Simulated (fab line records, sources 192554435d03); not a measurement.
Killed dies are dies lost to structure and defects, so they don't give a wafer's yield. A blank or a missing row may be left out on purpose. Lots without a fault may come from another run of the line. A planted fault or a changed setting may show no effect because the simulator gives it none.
Problem report in the 8D (eight disciplines) form, filled by code | flow n5_finfet | the parts of the form that need people (team, actions taken, sign-off) are left out

1. THE PROBLEM
time_to_endpoint_s at N5_HKMG_FIN_CMP_23 reads a mean of 3.2 s on 1 wafer of 1 lot; wafers without a fault read 12.5 s with a standard deviation of 2. That is -4.7 standard deviations from the usual mean.
The step: polishes, stops on SiNx, t overpolish 10 s, target thk 46.326 nm.
First seen on wafer L319.4, day 9 03:50, on cmp-02. The record holds 27 wafers of 9 lots with a number at this step. Rule for "out", or "out of limits": more than 4 standard deviations from the usual mean. The other wafers with a number count as sound.

2. WHAT IT IS AND WHAT IT IS NOT
question                    | is                 | is not
which readings at this step | time_to_endpoint_s | head_pressure_psi, motor_current_A, overpolish_run_s
which lots                  | L319               | L300, L303, L304, L313, L314, L315, L321, L323
which wafers of those lots  | L319.4             | L319.2, L319.5
read on which tools         | cmp-02             | cmp-03, cmp-04
when                        | from day 9 03:50   | up to then (20 sound wafers); but 6 sound wafers of L321, L323 came after

3. SUSPECTS, AND WHAT RULES EACH OUT
Counting: a tool at a process step up to the reading stays a suspect if it ran every lot that is out. Sound lots after the first of them don't rule it out here, since some wafers of a struck lot are sound.
- rie_diel-02 at N5_HKMG_FIN_ETCH_32 (etches SOC in N2/H2, target depth 240 nm, time 300 s): kept. It ran the lot that is out, L319 (day 9 00:09); its last sound lot up to then is L314 (day 7 15:40).
- cmp-02 at N5_HKMG_FIN_CMP_23 (polishes, stops on SiNx, t overpolish 10 s, target thk 46.326 nm): kept. It ran the lot that is out, L319 (day 9 03:50); its last sound lot up to then is L304 (day 5 12:02). Its own readings are out on those wafers: time_to_endpoint_s.
- Within rie_diel-02 at N5_HKMG_FIN_ETCH_32: the wafers that are out ran in chamber 1; their sound lot-mates ran in chamber 0.
- Within cmp-02 at N5_HKMG_FIN_CMP_23: the wafers that are out ran in chamber 0; their sound lot-mates ran in chambers 1, 3.
Left after counting: rie_diel-02 at N5_HKMG_FIN_ETCH_32, cmp-02 at N5_HKMG_FIN_CMP_23.

4. THE CAUSE (what the simulator had put in)
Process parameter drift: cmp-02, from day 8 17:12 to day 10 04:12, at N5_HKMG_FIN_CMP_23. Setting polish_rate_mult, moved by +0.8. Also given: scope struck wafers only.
Counting left 2 suspects, and this tool is among them.

5. THE CHAIN OF EFFECTS, in route order
Each row: a reading whose mean over the struck wafers that have a number lies more than 3 standard deviations from the usual. Only readings for which the record gives a usual standard deviation are gone through. hours: the time from each lot's start at the first step in this table that gives one to its start at this step, as a median over the lots. sigmas: the change in usual standard deviations.
hours | step               | reading            | usual  | on struck wafers | change | sigmas
0     | N5_HKMG_FIN_CMP_23 | time_to_endpoint_s | 12.5 s | 3.2              | -9.3   | -4.7
The process steps in it:
- N5_HKMG_FIN_CMP_23: polishes, stops on SiNx, t overpolish 10 s, target thk 46.326 nm.
Later measuring or inspecting steps at which every struck wafer that the step has a row for has a number for every such reading, and none has moved that far: N5_BEOL_M4_RC_MEAS_101.

6. WHAT WOULD HAVE CAUGHT IT SOONER
In this record the first reading out of limits was taken at day 9 03:50, 11 hours after the fault began at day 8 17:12.
